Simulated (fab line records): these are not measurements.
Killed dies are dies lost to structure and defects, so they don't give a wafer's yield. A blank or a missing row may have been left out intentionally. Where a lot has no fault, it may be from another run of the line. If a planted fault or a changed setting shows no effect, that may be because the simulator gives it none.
fab line records | flow n5-finfet | part 2 of 2: steps 5 to 6 of 6
record lots=21 | wafers=63 | last-day=20
route steps=1938 shown MOL_CONTACT_COAG@530
lots that met no fault: taken from a fault-free run of the same line
start-h: hours from the record's opening day to when the first of the lot's shown wafers began | wait-h: how many hours have passed since the lot's step before this one | " the same as in the row above | L1.1+2: a row that stands for several wafers | - no value, or no start was given | * or withheld: withheld | < > ~ a bound
route shown NAME@n: NAME is a module with steps in the file, n the number in the route of the first one | usual: the fault-free wafers' mean and standard deviation | same: alike in all rows | chamber/n: place in a boat | sites: each site's reading | _std_site: the standard deviation of these | _edge_site: the outer-site mean with the inner-site mean subtracted | radius-mm: how far each site lies from the wafer's centre | mask NAME#n: copy n | behind: the tool/chamber that last shaped the wafer | hold: what put the lot on hold/how long, in hours/how the hold closed | device: whichever transistor did not switch (one of n, p or np) | end of line: the route-end tests of the same wafers | step lacking rows: just its recipe | killed: dies that structure and defects cost at the first sort, which is not the same as the wafer's yield | map: per-die view of a wafer (x killed, . not killed, _ where there is no die)
set.NAME: setting as actually run; set.NAME@STEP: the setting as run at that earlier step | model.NAME: the simulator's own value behind a step, which no gauge read
steps of the route over a sample of lots; a table a step, a row a wafer
services: the hour from which a tool's chamber was out of use, counted from the record's first day as start-h (under 0 if before that day), plus the number of hours and why
## steps
# step N5_MOL_CONTACT_COAG_ETCHBACK_132
# recipe chemistry=CHF3 | target=SiO2 | target-depth-a=100 | time-s=6.7 | ion-energy-ev=200 | pressure-mtorr=30 | source-w=610 | bias-w=170 | Ar_flow_sccm=200 | CHF3_flow_sccm=50
# usual CHF3_flow_sccm=50.00/0.16 | drypump-motor-current-A=5.8/0.48 | oes-product-au=0.78/0.088 | rf-vpp-V=525/5.5 | showerhead-plenum-p-Torr=2.39/0.049 | throttle-valve-pct=18.82/0.18
# same time-s=6.7
lot.wafer | tool        | chamber | start-h | wait-h | CHF3_flow_sccm | drypump-motor-current-A | oes-product-au | rf-hours-counter-h | rf-vpp-V | showerhead-plenum-p-Torr | throttle-valve-pct
L074.1    | rie-diel-01 | 2       | 103.22  | 0.1    | 50.11          | 5.0                     | 0.71           | 216                | 538      | 2.45                     | 18.69
L074.3    | "           | 3       | "       | "      | 50.13          | 5.2                     | 0.81           | 98                 | 516      | 2.40                     | 18.94
L074.5    | "           | 0       | "       | "      | 50.09          | 6.5                     | 0.91           | -                  | 529      | 2.34                     | 18.61
L075.2    | rie-diel-04 | 2       | 109.21  | 0.1    | 50.10          | 5.5                     | 0.72           | 155                | 523      | 2.39                     | 18.99
L075.3    | "           | 0       | "       | "      | 50.30          | 6.2                     | 0.68           | 230                | 531      | 2.44                     | 18.83
L075.6    | "           | 2       | "       | "      | 49.99          | 5.6                     | 0.72           | -                  | 523      | 2.39                     | 19.01
L076.1    | rie-diel-05 | 1       | 110.09  | 0.2    | 50.05          | 6.6                     | 0.79           | 121                | 520      | 2.39                     | 18.56
L076.2    | "           | 0       | "       | "      | 50.02          | 5.7                     | 0.84           | 52                 | 530      | 2.52                     | 18.79
L076.4    | "           | 2       | "       | "      | 49.83          | 6.0                     | 0.74           | 180                | 526      | 2.46                     | 18.99
L077.2    | rie-diel-04 | 1       | 115.87  | 0.1    | 50.08          | 6.2                     | 0.68           | 234                | 526      | 2.35                     | 18.91
L077.5    | "           | 1       | "       | "      | 50.00          | 6.2                     | 0.68           | -                  | 527      | 2.35                     | 18.90
L077.6    | "           | 0       | "       | "      | 50.09          | 6.2                     | 0.68           | -                  | 529      | 2.44                     | 18.83
L078.1    | rie-diel-05 | 3       | 122.84  | 0.1    | 49.94          | 5.9                     | 0.85           | 75                 | 523      | 2.32                     | 18.90
L078.4    | "           | 2       | "       | "      | 50.32          | 6.1                     | 0.74           | 185                | 525      | 2.46                     | 19.00
L078.6    | "           | 1       | "       | "      | 49.74          | 6.6                     | 0.80           | -                  | 518      | 2.39                     | 18.59
L079.1    | rie-diel-05 | 1       | 130.49  | 0.1    | 50.02          | 6.6                     | 0.79           | 129                | 519      | 2.39                     | 18.56
L079.3    | "           | 3       | "       | "      | 49.75          | 6.0                     | 0.84           | 77                 | 524      | 2.32                     | 18.91
L079.5    | "           | 1       | "       | "      | 49.81          | 6.6                     | 0.79           | -                  | 518      | 2.39                     | 18.58
L080.1    | rie-diel-01 | 1       | 136.36  | 0.1    | 49.94          | 5.6                     | 0.77           | 152                | 521      | 2.38                     | 18.87
L080.3    | "           | 0       | "       | "      | 50.00          | 6.5                     | 0.89           | 36                 | 530      | 2.34                     | 18.65
L080.5    | "           | 2       | "       | "      | 49.93          | 4.9                     | 0.70           | -                  | 536      | 2.45                     | 18.70
L081.2    | rie-diel-04 | 3       | 141.19  | 0.2    | 49.86          | 5.5                     | 0.97           | 5                  | 526      | 2.44                     | 18.57
L081.5    | "           | 2       | "       | "      | 50.06          | 5.6                     | 0.72           | -                  | 521      | 2.38                     | 19.02
L081.6    | "           | 3       | "       | "      | 49.75          | 5.5                     | 0.97           | -                  | 527      | 2.44                     | 18.58
L083.3    | rie-diel-04 | 3       | 153.87  | 0.1    | 50.25          | 5.5                     | 0.94           | 10                 | 525      | 2.44                     | 18.58
L083.4    | "           | 2       | "       | "      | 50.02          | 5.5                     | 0.71           | 173                | 521      | 2.38                     | 19.03
L083.5    | "           | 2       | "       | "      | 50.15          | 5.5                     | 0.70           | -                  | 524      | 2.38                     | 19.04
L084.2    | rie-diel-04 | 1       | 157.43  | 0.1    | 49.82          | 6.3                     | 0.67           | 251                | 527      | 2.34                     | 18.93
L084.4    | "           | 0       | "       | "      | 50.37          | 6.2                     | 0.67           | -                  | 531      | 2.44                     | 18.85
L084.5    | "           | 3       | "       | "      | 50.25          | 5.5                     | 0.93           | -                  | 529      | 2.44                     | 18.57
L085.2    | rie-diel-01 | 0       | 163.99  | 0.1    | 49.85          | 6.5                     | 0.86           | 47                 | 528      | 2.34                     | 18.67
L085.3    | "           | 3       | "       | "      | 50.03          | 5.2                     | 0.77           | 121                | 516      | 2.39                     | 18.99
L085.4    | "           | 1       | "       | "      | 50.09          | 5.7                     | 0.77           | 164                | 520      | 2.38                     | 18.90
L087.1    | rie-diel-04 | 3       | 180.21  | 0.1    | 50.41          | 5.5                     | 0.93           | 20                 | 529      | 2.44                     | 18.61
L087.4    | "           | 3       | "       | "      | 50.06          | 5.5                     | 0.92           | -                  | 527      | 2.44                     | 18.60
L087.6    | "           | 2       | "       | "      | 49.86          | 5.6                     | 0.71           | -                  | 522      | 2.38                     | 19.04
L088.1    | rie-diel-01 | 0       | 181.96  | 0.2    | 50.09          | 6.5                     | 0.86           | 53                 | 527      | 2.33                     | 18.66
L088.2    | "           | 2       | "       | "      | 50.10          | 5.0                     | 0.69           | 244                | 536      | 2.44                     | 18.73
L088.4    | "           | 1       | "       | "      | 50.06          | 5.6                     | 0.76           | 169                | 519      | 2.38                     | 18.90
L090.2    | rie-diel-04 | 2       | 196.39  | 0.1    | 50.13          | 5.6                     | 0.70           | 188                | 520      | 2.37                     | 19.06
L090.3    | "           | 0       | "       | "      | 49.85          | 6.2                     | 0.94           | 4                  | 530      | 2.44                     | 18.47
L090.6    | "           | 2       | "       | "      | 49.96          | 5.5                     | 0.71           | -                  | 521      | 2.37                     | 19.06
L091.1    | rie-diel-01 | 0       | 217.57  | 0.1    | 49.87          | 6.5                     | 0.83           | 66                 | 528      | 2.33                     | 18.70
L091.3    | "           | 1       | "       | "      | 49.66          | 5.6                     | 0.75           | 182                | 522      | 2.37                     | 18.93
L091.6    | "           | 3       | "       | "      | 49.97          | 5.2                     | 0.75           | -                  | 517      | 2.38                     | 19.01
L092.1    | rie-diel-01 | 3       | 218.00  | 0.1    | 50.32          | 5.2                     | 0.75           | 141                | 515      | 2.38                     | 19.02
L092.2    | "           | 1       | "       | "      | 49.85          | 5.6                     | 0.75           | 183                | 521      | 2.37                     | 18.93
L092.6    | "           | 1       | "       | "      | 49.50          | 5.7                     | 0.74           | -                  | 522      | 2.37                     | 18.92
L093.3    | rie-diel-01 | 0       | 222.90  | 0.1    | 50.30          | 6.5                     | 0.84           | 68                 | 528      | 2.33                     | 18.69
L093.4    | "           | 1       | "       | "      | 49.90          | 5.7                     | 0.75           | -                  | 520      | 2.37                     | 18.94
L093.5    | "           | 3       | "       | "      | 50.06          | 5.2                     | 0.75           | -                  | 514      | 2.38                     | 19.02
L094.1    | rie-diel-01 | 2       | 229.68  | 0.1    | 49.92          | 5.0                     | 1.00           | 1                  | 536      | 2.44                     | 18.35
L094.2    | "           | 3       | "       | "      | 49.90          | 5.2                     | 0.75           | 146                | 514      | 2.38                     | 19.03
L094.3    | "           | 1       | "       | "      | 50.06          | 5.6                     | 0.75           | 188                | 521      | 2.37                     | 18.93
L095.4    | rie-diel-05 | 3       | 233.07  | 0.1    | 49.94          | 6.0                     | 0.80           | 109                | 521      | 2.30                     | 18.96
L095.5    | "           | 1       | "       | "      | 49.91          | 6.6                     | 0.76           | -                  | 517      | 2.38                     | 18.61
L095.6    | "           | 2       | "       | "      | 50.31          | 6.1                     | 0.72           | -                  | 524      | 2.45                     | 19.04
L096.2    | rie-diel-04 | 2       | 240.55  | 0.1    | 49.99          | 5.6                     | 0.69           | 204                | 521      | 2.37                     | 19.09
L096.3    | "           | 3       | "       | "      | 49.92          | 5.5                     | 0.88           | 41                 | 526      | 2.43                     | 18.62
L096.6    | "           | 3       | "       | "      | 49.88          | 5.5                     | 0.88           | -                  | 527      | 2.43                     | 18.63
L097.1    | rie-diel-04 | 0       | 241.15  | 0.3    | 50.16          | 6.2                     | 0.90           | 14                 | 531      | 2.43                     | 18.50
L097.2    | "           | 2       | "       | "      | 50.31          | 5.5                     | 0.69           | 204                | 520      | 2.37                     | 19.09
L097.5    | "           | 1       | "       | "      | 49.95          | 6.3                     | 0.94           | -                  | 525      | 2.34                     | 18.52
# step N5_MOL_CONTACT_COAG_OVL_MEAS_41
# recipe points-per-wafer=522
# usual VD_OVL=0.0/0.73
lot.wafer | tool       | chamber | start-h | wait-h | VD_OVL[nm]
L074.1    | overlay-01 | 0       | 104.06  | 0.0    | 0.2
L074.3    | "          | 0       | "       | "      | 0.2
L074.5    | "          | 0       | "       | "      | 0.8
L075.2    | overlay-01 | 0       | 110.19  | 0.0    | -0.8
L075.3    | "          | 0       | "       | "      | 0.2
L075.6    | "          | 0       | "       | "      | -0.8
L076.1    | overlay-01 | 0       | 110.93  | 0.0    | 0.0
L076.2    | "          | 0       | "       | "      | 0.8
L076.4    | "          | 0       | "       | "      | 1.3
L077.2    | overlay-01 | 0       | 116.72  | 0.0    | 0.1
L077.5    | "          | 0       | "       | "      | 1.1
L077.6    | "          | 0       | "       | "      | 0.3
L078.1    | overlay-01 | 0       | 123.69  | 0.0    | -0.4
L078.4    | "          | 0       | "       | "      | 0.2
L078.6    | "          | 0       | "       | "      | -0.5
L079.1    | overlay-01 | 0       | 131.45  | 0.0    | -0.7
L079.3    | "          | 0       | "       | "      | -0.3
L079.5    | "          | 0       | "       | "      | -0.3
L080.1    | overlay-02 | 0       | 137.20  | 0.0    | -0.2
L080.3    | "          | 0       | "       | "      | 0.2
L080.5    | "          | 0       | "       | "      | -0.3
L081.2    | overlay-02 | 0       | 142.18  | 0.0    | -1.5
L081.5    | "          | 0       | "       | "      | -0.5
L081.6    | "          | 0       | "       | "      | 0.1
L083.3    | overlay-01 | 0       | 154.93  | 0.0    | -0.3
L083.4    | "          | 0       | "       | "      | -1.4
L083.5    | "          | 0       | "       | "      | -0.6
L084.2    | overlay-02 | 0       | 158.31  | 0.0    | 0.6
L084.4    | "          | 0       | "       | "      | -0.3
L084.5    | "          | 0       | "       | "      | 0.4
L085.2    | overlay-01 | 0       | 164.84  | 0.0    | -0.6
L085.3    | "          | 0       | "       | "      | -0.4
L085.4    | "          | 0       | "       | "      | -0.8
L087.1    | overlay-02 | 0       | 181.22  | 0.0    | 1.2
L087.4    | "          | 0       | "       | "      | 0.0
L087.6    | "          | 0       | "       | "      | -0.6
L088.1    | overlay-01 | 0       | 182.80  | 0.0    | 0.1
L088.2    | "          | 0       | "       | "      | 1.3
L088.4    | "          | 0       | "       | "      | 1.5
L090.2    | overlay-02 | 0       | 200.15  | 0.0    | -0.4
L090.3    | "          | 0       | "       | "      | -0.5
L090.6    | "          | 0       | "       | "      | -0.7
L091.1    | overlay-01 | 0       | 218.41  | 0.0    | 0.3
L091.3    | "          | 0       | "       | "      | -0.4
L091.6    | "          | 0       | "       | "      | 0.1
L092.1    | overlay-01 | 0       | 218.84  | 0.0    | 0.4
L092.2    | "          | 0       | "       | "      | -0.6
L092.6    | "          | 0       | "       | "      | -0.7
L093.3    | overlay-01 | 0       | 223.76  | 0.0    | 0.1
L093.4    | "          | 0       | "       | "      | -0.1
L093.5    | "          | 0       | "       | "      | 0.0
L094.1    | overlay-01 | 0       | 230.65  | 0.0    | 0.7
L094.2    | "          | 0       | "       | "      | -0.5
L094.3    | "          | 0       | "       | "      | -0.2
L095.4    | overlay-01 | 0       | 234.07  | 0.0    | 0.4
L095.5    | "          | 0       | "       | "      | 0.2
L095.6    | "          | 0       | "       | "      | 0.4
L096.2    | overlay-01 | 0       | 241.39  | 0.0    | 0.3
L096.3    | "          | 0       | "       | "      | 0.2
L096.6    | "          | 0       | "       | "      | 1.4
L097.1    | overlay-02 | 0       | 242.12  | 0.0    | 1.0
L097.2    | "          | 0       | "       | "      | -1.0
L097.5    | "          | 0       | "       | "      | -0.1
## services
tool           | chamber | start-h | hours | kind
pvd-sputter-02 | -       | 89.24   | 1.1   | repair
pvd-sputter-03 | -       | 90.37   | 24.8  | repair
rie-diel-04    | 3       | 101.78  | -     | clean
rie-diel-04    | 3       | 101.78  | -     | consumable-replace:focus-ring
rie-diel-04    | 3       | 101.78  | 28.4  | scheduled-down
rie-diel-04    | 3       | 101.78  | 28.4  | vent-cycle
rie-diel-04    | -       | 119.54  | 2.3   | repair
rie-diel-05    | -       | 132.88  | 14.6  | pm
rie-diel-04    | 0       | 160.67  | -     | clean
rie-diel-04    | 0       | 160.67  | -     | consumable-replace:focus-ring
rie-diel-04    | 0       | 160.67  | 25.2  | scheduled-down
rie-diel-04    | 0       | 160.67  | 25.2  | vent-cycle
rie-diel-05    | 1       | 173.90  | 8.8   | repair
rie-diel-04    | 1       | 176.16  | 8.1   | repair
rie-diel-01    | 0       | 182.28  | 1.9   | repair
rie-diel-04    | 1       | 185.89  | -     | clean
rie-diel-04    | 1       | 185.89  | -     | consumable-replace:focus-ring
rie-diel-01    | 2       | 190.80  | 1.6   | repair
rie-diel-01    | 2       | 204.69  | -     | clean
rie-diel-01    | 2       | 204.69  | -     | consumable-replace:focus-ring
rie-diel-01    | 2       | 204.69  | 23.2  | scheduled-down
rie-diel-01    | 2       | 204.69  | 23.2  | vent-cycle
rie-diel-04    | 0       | 214.62  | 7.9   | repair
rie-diel-05    | -       | 236.95  | 2.4   | repair
